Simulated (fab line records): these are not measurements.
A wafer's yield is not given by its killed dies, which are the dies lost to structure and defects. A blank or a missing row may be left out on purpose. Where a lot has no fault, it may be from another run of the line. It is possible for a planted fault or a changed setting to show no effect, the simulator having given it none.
Matching of chambers ; flow n5Finfet ; aldSin-04 running N5_FIN_SAQP_ALD_61: 4 sister chambers
The step deposits SiO2, target thk 4 nm, pulse time 1 s, purge time 2 s. 8 wafers are shown with their chamber, then 7 later ones without.

EACH WAFER AND ITS CHAMBER
wafer;chamber;heaterPowerW (W);precursorPulseHeightRel
L077.1;2;591;1.023
L084.4;3;441;1.027
L084.6;0;401;1.022
L086.3;3;454;1.023
L086.4;1;483;0.994
L086.6;1;473;1.010
L088.1;0;412;1.001
L088.4;2;591;1.034

WAFERS WITH NO CHAMBER GIVEN
wafer;heaterPowerW (W);precursorPulseHeightRel
L088.6;417;0.971
L089.1;593;1.058
L089.2;448;0.985
L089.3;397;1.036
L091.2;483;0.996
L091.4;450;0.981
L091.6;437;1.025

CHAMBER TAKEN BY EACH
wafer;from the rows above;in truth
L088.6;0;0
L089.1;2;2
L089.2;can't be placed: 3 or 1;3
L089.3;0;0
L091.2;1;1
L091.4;can't be placed: 3 or 1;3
L091.6;3;3
Placed correctly: 5 of 7. Can't be placed from these rows: 2 (the true chamber is among the candidates in 2). Number placed wrongly: 0.
How it was worked out, from the rows above alone: a wafer's distance from a chamber is the root of the sum, over the readings, of the square of ((its reading less the chamber's mean) divided by the reading's scatter). If the next closest chamber is less than 2 further off than the closest, the wafer can't be placed; otherwise it belongs to the closest. The mean given for a chamber averages the wafers shown for that chamber. The scatter: the root of (the sum of the squares of (reading less its chamber's mean) over the shown wafers, divided by (wafers less chambers)).
